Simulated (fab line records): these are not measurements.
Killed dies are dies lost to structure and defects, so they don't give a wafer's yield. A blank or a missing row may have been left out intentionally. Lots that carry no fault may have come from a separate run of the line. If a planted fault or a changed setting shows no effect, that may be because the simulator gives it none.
A struck lot beside a sound one    flow nandHarc    16 steps out of a route of 1302
Sound: the wafers L843.2, L843.4, L843.6. The struck wafers were L852.1, L852.4, L852.5. At the end, the cause is stated.
Per side, at each step with rows, come the tool, then ch with its chambers, and then its first start. Under that, the readings that differ: sound wafers    struck wafers    difference of the means    sigmas: that difference in standard deviations of wafers without a fault.
alike: same words and numbers on both sides, and readings whose means sit less than 2 such deviations apart. not compared: any withheld reading, any reading some wafer has no value for, any bound like >300 that may hide the same value, and any number with overlapping values for which the record gives no deviation.
A row with sigmas, a row that says differs or no value, or rows on one side alone: a step with any of these is where the two part. Non-overlapping numbers with no deviation appear without sigmas and do not part them. Lack of a reading on every wafer of one side parts them only where that side has two or more wafers.

NHARC_A_ONON_D2_THK_MEAS_11: measures by ellipsometry.
  sound on filmMetro-01 at day 16 14:34; struck on filmMetro-02 at day 19 22:53
  alike: thkNm
then, no rows for these wafers at 1 step: NHARC_A_ONON_D2_DEP_12 (target thk 1000 nm).
NHARC_A_ONON_D2_THK_MEAS_14: measures by ellipsometry.
  sound on filmMetro-01 at day 16 15:08; struck on filmMetro-02 at day 19 23:26
  alike: thkNm
then, 2 steps without rows for these wafers: NHARC_A_ONON_D2_ANNEAL_15 (time 3600 s); NHARC_A_ONON_D2_DEP_16 (target thk 1000 nm).
NHARC_A_ONON_D2_THK_MEAS_18: measures by ellipsometry.
  sound on filmMetro-01 at day 16 22:29; struck on filmMetro-02 at day 20 04:28
  alike: thkNm
then, no rows for these wafers at 1 step: NHARC_A_ONON_D2_DEP_19 (target thk 1000 nm).
NHARC_A_ONON_D2_THK_MEAS_21: measures by ellipsometry.
  sound on filmMetro-01 at day 16 23:03; struck on filmMetro-01 at day 20 05:03
  alike: thkNm
then, no rows for these wafers at 1 step: NHARC_A_ONON_D2_DEP_22 (target thk 1000 nm).
NHARC_A_ONON_D2_THK_MEAS_24: measures by ellipsometry.
  sound on filmMetro-01 at day 16 23:37; struck on filmMetro-01 at day 20 05:37
  alike: thkNm
then, no rows for these wafers at 1 step: NHARC_A_ONON_D2_DEP_25 (target thk 1000 nm).
NHARC_A_ONON_D2_THK_MEAS_27: measures by ellipsometry.
  sound on filmMetro-01 at day 17 00:11; struck on filmMetro-02 at day 20 06:11
reading     sound        struck          difference  sigmas
thkNm (nm)  982 982 984  1005 1007 1006  +23         +2
NHARC_A_ONON_D2_DEP_28: target thk 1000 nm.
  sound on pecvdOnon-01 ch 0, day 17 00:18; struck on pecvdOnon-03 ch 0, day 20 06:14
reading             sound              struck             difference  sigmas
nh3FlowSccm (sccm)  503.2 504.1 503.6  500.4 499.4 501.4  -3.2        -2
NHARC_A_ONON_D2_THK_MEAS_30: measures by ellipsometry.
  sound on filmMetro-01 at day 17 00:45; struck on filmMetro-02 at day 20 06:45
reading     sound           struck          difference  sigmas
thkNm (nm)  1001 1000 1002  1609 1609 1608  +608        +71
NHARC_A_ONON_D2_DEP_33: deposits SiO2, target thk 200 nm.
  sound on pecvd-01 ch 0,1,2, day 17 00:54; struck on pecvd-01 ch 0,1,2, day 20 06:52
  alike: heaterPowerW, mfcPrecursorSccm, throttleValvePct
  not compared: sinceWetCleanH
-- break in the record here, with 12 days between the starts of the struck wafers on either side (left off in module A_ONON_D2, picked up again in module END, where the first step shown is number 1302 on the route) --
NHARC_END_SORT_01:
  sound on prober-02 ch 0, day 28 12:52; struck on prober-02 ch 0, day 31 19:54
reading        sound     struck       difference  sigmas
killedAtArray  24 22 24  675 672 673  +650        +36
killedDies     26 25 33  677 677 677  +649        +34
  alike: killedAtOther, killedAtPeriphery, killedOpen, killedShort

== WHERE THEY PART ==
Last at NHARC_END_SORT_01 as far as this record goes, first at NHARC_A_ONON_D2_THK_MEAS_27.

WHY: the cause the simulator had injected
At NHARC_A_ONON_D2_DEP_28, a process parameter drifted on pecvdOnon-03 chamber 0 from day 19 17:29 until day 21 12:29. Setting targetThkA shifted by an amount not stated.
